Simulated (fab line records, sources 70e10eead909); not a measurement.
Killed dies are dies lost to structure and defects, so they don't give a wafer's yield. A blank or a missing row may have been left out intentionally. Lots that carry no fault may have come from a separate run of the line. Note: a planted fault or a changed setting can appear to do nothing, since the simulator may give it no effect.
Problem report in the 8D (eight disciplines) form, filled by code    flow nand harc    the parts of the form that need people (team, actions taken, sign-off) are left out

1. WHAT IS WRONG
At NHARC_A_CHANNEL_HOLE_D1_ETCH_39, run length s averages 325.1 s over 4 wafers from 3 lots, while fault-free wafers read 346.1 s, standard deviation 0.37. Relative to the usual mean, that is a shift of -57 standard deviations.
The step: etches the open film in N2/H2, target depth 260 nm, time 325 s.
The first sign was on wafer L648.1 at day 12 18:43, on rie diel-01. Wafers with a number at this step in the record: 37, from 13 lots. Rule for "out", or "out of limits": more than 4 standard deviations from the usual mean. All remaining wafers that have a number are taken as sound.

2. WHAT IT IS AND WHAT IT IS NOT
question                     is                              is not
which readings at this step  run length s                    drypump motor current A, oes product au, rf vpp V, showerhead plenum p Torr, throttle valve pct
which lots                   L648, L649, L650                L639, L641, L642, L655, L656, L657, L658, L659, L660, L661
which wafers of those lots   L648.1, L648.3, L649.1, L650.3  L648.2, L649.2, L650.2
read on which tools          rie diel-01                     rie diel-05, rie diel-13
when                         from day 12 18:43               up to then (10 sound wafers); but 23 sound wafers of L649, L650, L655, L656, L657, L658, L659, L660, L661 came after

3. THE SUSPECTS, EACH WITH WHAT RULES IT OUT
Counting: any tool at a process step up to the reading remains a suspect provided it ran every lot that is out. Sound lots after the first of them don't rule it out here, since some wafers of a struck lot are sound.
- rie diel-01 at NHARC_A_CHANNEL_HOLE_D1_ETCH_39 (etches the open film in N2/H2, target depth 260 nm, time 325 s): kept. Every lot that is out went through it, the first being L648 (day 12 18:43); the last sound lot it ran before that was L641 (day 9 21:52). Its own readings are out on those wafers: run length s.
Left after counting: rie diel-01 at NHARC_A_CHANNEL_HOLE_D1_ETCH_39.

4. THE CAUSE (what the simulator had put in)
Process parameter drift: rie diel-01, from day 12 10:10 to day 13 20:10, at NHARC_A_CHANNEL_HOLE_D1_ETCH_39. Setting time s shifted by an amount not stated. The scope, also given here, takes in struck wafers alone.
After counting, this tool was the only one left.

5. THE EFFECT CHAIN, in route order
One row per reading whose mean, taken over the struck wafers that have a number, lies over 3 standard deviations from the usual. Only readings for which the record gives a usual standard deviation are gone through. hours: the time from each lot's start at the first step in this table that gives one to its start at this step, as a median over the lots. sigmas: the change in usual standard deviations.
hours  step                             reading       usual    on struck wafers  change  sigmas
0      NHARC_A_CHANNEL_HOLE_D1_ETCH_39  run length s  346.1 s  325.1             -21.0   -57
Its process steps:
- NHARC_A_CHANNEL_HOLE_D1_ETCH_39: etches the open film in N2/H2, target depth 260 nm, time 325 s.
Later steps that measure or inspect, where all struck wafers having a row at the step show a number for every such reading and not one has moved that far: NHARC_A_CHANNEL_HOLE_D1_CD_MEAS_18, NHARC_END_SORT_01.

6. WHAT WOULD HAVE CAUGHT IT SOONER
In this record no reading fell out of limits until day 12 18:43, 9 hours after the fault had begun at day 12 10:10.
